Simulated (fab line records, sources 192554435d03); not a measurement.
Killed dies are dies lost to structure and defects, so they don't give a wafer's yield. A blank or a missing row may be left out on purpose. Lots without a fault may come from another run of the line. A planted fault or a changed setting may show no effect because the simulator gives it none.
One fault seen from 2 desks | flow n5_finfet | each desk has only its own numbers; what lay behind them comes last

THE METROLOGY DESK
What the gauges read, lot by lot, whatever tool the lot ran on: means of the sampled wafers that have a number. A lot is out of limits, marked OUT, if its mean lies more than 4 standard deviations from the usual mean; the brackets give that distance. Of its 10 readings 7 are shown: those that lie furthest out on some lot.
Columns: A = IOFF_N at N5_BEOL_M4_RC_MEAS_101, usual 0.18 nA/um; B = IOFF_P at N5_BEOL_M4_RC_MEAS_101, usual 0.24 nA/um; C = ION_N at N5_BEOL_M4_RC_MEAS_101, usual 677 uA/um; D = ION_P at N5_BEOL_M4_RC_MEAS_101, usual 464 uA/um; E = SS_P at N5_BEOL_M4_RC_MEAS_101, usual 73.6 mV/dec; F = VT_N at N5_BEOL_M4_RC_MEAS_101, usual 249 mV; G = VT_P at N5_BEOL_M4_RC_MEAS_101, usual -249 mV
lot  | first seen here | A    | B    | C   | D   | E    | F   | G
L723 | day 8 13:19     | 0.17 | 0.22 | 664 | 453 | 74.1 | 250 | -253
L725 | day 9 03:02     | 0.18 | 0.22 | 680 | 464 | 73.6 | 249 | -251
L726 | day 9 10:41     | 0.17 | 0.24 | 671 | 465 | 74.1 | 249 | -248
L727 | day 9 12:52     | 0.17 | 0.24 | 662 | 456 | 73.6 | 250 | -250
L728 | day 10 00:06    | 0.19 | 0.25 | 672 | 461 | 73.5 | 251 | -248
L729 | day 10 05:03    | 0.19 | 0.27 | 678 | 469 | 73.9 | 247 | -245
L736 | day 11 13:32    | 0.13 | 0.18 | 666 | 463 | 72.5 | 254 | -254
L740 | day 13 02:38    | 0.22 | 0.28 | 686 | 473 | 73.6 | 246 | -246
L741 | day 13 06:29    | 0.20 | 0.21 | 695 | 467 | 73.7 | 246 | -250
This desk's finding: nothing out of limits on any of the 9 lots.

THE TOOL OWNER'S DESK: rie_si-06
The tool's own readings at N5_BEOL_M0_SAQP_ETCH_102 (etches SiO2 in CF4, target depth 4 nm, time 4.4 s): means of the sampled wafers that have a number, for each lot that ran on this tool. A lot is out of limits, marked OUT, if its mean lies more than 4 standard deviations from the usual mean; the brackets give that distance.
Columns: A = bias_w at N5_BEOL_M0_SAQP_ETCH_102, usual 400.2 W; B = chamber_pressure_mTorr at N5_BEOL_M0_SAQP_ETCH_102, usual 10.002 mTorr; C = drypump_motor_current_A at N5_BEOL_M0_SAQP_ETCH_102, usual 6.0 A; D = oes_product_au at N5_BEOL_M0_SAQP_ETCH_102, usual 1.010 a.u.; E = throttle_valve_pct at N5_BEOL_M0_SAQP_ETCH_102, usual 21.9 %
lot  | first seen here | A     | B      | C   | D               | E
L725 | day 6 16:15     | 401.1 | 10.003 | 5.9 | 1.017           | 22.0
L727 | day 7 10:35     | 398.9 | 9.994  | 5.9 | 1.018           | 22.0
L728 | day 7 14:40     | 400.2 | 10.000 | 6.2 | 1.361 (+21) OUT | 22.3
L729 | day 7 23:14     | 398.5 | 10.009 | 6.7 | 1.343 (+20) OUT | 22.6
L740 | day 10 14:58    | 400.3 | 10.003 | 6.4 | 1.014           | 22.3
L741 | day 10 21:19    | 400.0 | 10.009 | 6.3 | 1.026           | 22.3
This desk's finding: out of limits on L728, L729; first on L728, day 7 14:40 (oes_product_au at N5_BEOL_M0_SAQP_ETCH_102). In limits: L725, L727, L740, L741.

PUT TOGETHER
The tool owner's desk could have raised an alarm at day 7 14:40, on L728, L729.
The metrology desk saw nothing out of limits.
The metrology desk has L728, L729 on record, within its limits.
Of the lots named, all ran N5_BEOL_M0_SAQP_ETCH_102 on rie_si-06.

WHAT THE SIMULATOR HAD PUT IN
Process parameter drift: rie_si-06, from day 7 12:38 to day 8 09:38, at N5_BEOL_M0_SAQP_ETCH_102. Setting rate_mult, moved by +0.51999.
Lots struck among those shown: L728, L729.
Hours from the fault's start to each desk's first reading out of limits: the tool owner's desk, 2.
